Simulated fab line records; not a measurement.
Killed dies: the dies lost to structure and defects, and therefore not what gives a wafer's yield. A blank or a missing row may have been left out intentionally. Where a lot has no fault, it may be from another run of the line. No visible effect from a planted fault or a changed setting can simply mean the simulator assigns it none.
One fault seen from 3 desks :: flow n5Finfet :: what lay behind the numbers comes last; until then each desk has only its own

== FOR THE TOOL OWNER'S DESK: rieSi-05 ==
The tool's own readings at N5_PMOS_HMC_CHANNEL_EPI_ETCH_38 (etches SiO2 in CF4, target depth 1.5 nm): means of the sampled wafers that have a number, for each lot that ran on this tool. Marked OUT: a lot whose mean sits more than 4 standard deviations from the usual mean, which makes it out of limits; the brackets give that distance.
Columns: A = drypumpMotorCurrentA at N5_PMOS_HMC_CHANNEL_EPI_ETCH_38, usual 5.7 A; B = heBacksideLeakSccm at N5_PMOS_HMC_CHANNEL_EPI_ETCH_38, usual 2.73 sccm; C = oesProductAu at N5_PMOS_HMC_CHANNEL_EPI_ETCH_38, usual 0.993 a.u.; D = rfFwdPowerW at N5_PMOS_HMC_CHANNEL_EPI_ETCH_38, usual 785 W; E = throttleValvePct at N5_PMOS_HMC_CHANNEL_EPI_ETCH_38, usual 21.82 %
lot: L671
first seen here: day 4 12:20
A: 5.9
B: 2.74
C: 0.976
D: 780
E: 21.71

lot: L674
first seen here: day 5 05:38
A: 5.9
B: 2.94
C: 0.916 (-4.3) OUT
D: 782
E: 21.66

lot: L680
first seen here: day 6 17:42
A: 5.9
B: 2.86
C: 0.922
D: 782
E: 21.68
This desk finds L674 out of limits, L674 being first, at day 5 05:38 (oesProductAu at N5_PMOS_HMC_CHANNEL_EPI_ETCH_38). Within limits: L671, L680.

== FROM THE METROLOGY DESK ==
Lot by lot, what the gauges showed, no matter which tool ran the lot: averages of those sampled wafers that carry a number. Marked OUT: a lot whose mean sits more than 4 standard deviations from the usual mean, which makes it out of limits; the brackets give that distance. 7 of its 12 readings are shown, namely those furthest out on some lot.
Columns: A = cdNm at N5_PMOS_HMC_CHANNEL_EPI_CD_MEAS_09, usual 237.3 nm; B = IOFF_P at N5_BEOL_M4_RC_MEAS_101, usual 0.21 nA/um; C = ION_N at N5_BEOL_M4_RC_MEAS_101, usual 670 uA/um; D = ION_P at N5_BEOL_M4_RC_MEAS_101, usual 459 uA/um; E = SS_P at N5_BEOL_M4_RC_MEAS_101, usual 73.2 mV/dec; F = VT_N at N5_BEOL_M4_RC_MEAS_101, usual 250 mV; G = VT_P at N5_BEOL_M4_RC_MEAS_101, usual -250 mV
lot: L666
first seen here: day 3 04:59
A: 238.9
B: 0.21
C: 674
D: 461
E: 73.1
F: 248
G: -248

lot: L671
first seen here: day 4 11:36
A: 236.7
B: 0.19
C: 659
D: 449
E: 73.2
F: 253
G: -253

lot: L674
first seen here: day 5 05:06
A: 236.7
B: 0.20
C: 672
D: 459
E: 73.0
F: 251
G: -251

lot: L680
first seen here: day 6 17:11
A: 237.7
B: 0.19
C: 672
D: 458
E: 73.1
F: 249
G: -252

lot: L681
first seen here: day 6 23:40
A: 237.4
B: 0.17
C: 673
D: 448
E: 72.6
F: 250
G: -257

lot: L683
first seen here: day 7 11:27
A: 239.1
B: 0.27
C: 678
D: 474
E: 73.6
F: 248
G: -244
This desk's finding: nothing out of limits on any of the 6 lots.

== THE DEFECT DESK ==
Inspection counts along the route, by lot: the mean over sampled wafers that carry a number. Marked OUT: a lot whose mean sits more than 4 standard deviations from the usual mean, which makes it out of limits; the brackets give that distance.
Columns: A = rawDefectCount at N5_PMOS_HMC_CHANNEL_EPI_INSPECT_11, usual 2
lot: L666
first seen here: day 3 05:03
A: 2

lot: L671
first seen here: day 4 11:39
A: 3

lot: L674
first seen here: day 5 05:09
A: 2

lot: L680
first seen here: day 6 17:14
A: 1

lot: L681
first seen here: day 6 23:43
A: 1

lot: L683
first seen here: day 7 11:31
A: 3
This desk's finding: nothing out of limits on any of the 6 lots.

== ALL TOGETHER ==
The tool owner's desk had the chance to raise an alarm at day 5 05:38 on L674.
Nothing out of limits was seen by the metrology desk.
No out-of-limits result turned up at the defect desk.
The metrology desk holds a record of L674, inside its limits.
The defect desk has L674 on record, within its limits.
On rieSi-05, each named lot ran N5_PMOS_HMC_CHANNEL_EPI_ETCH_38.

== WHAT THE SIMULATOR HAD PUT IN ==
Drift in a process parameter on rieSi-05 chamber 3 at N5_PMOS_HMC_CHANNEL_EPI_ETCH_38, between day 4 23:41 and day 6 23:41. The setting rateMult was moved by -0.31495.
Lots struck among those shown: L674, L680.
How many hours passed from the start of the fault until each desk's first out-of-limits reading: the tool owner's desk, 6.
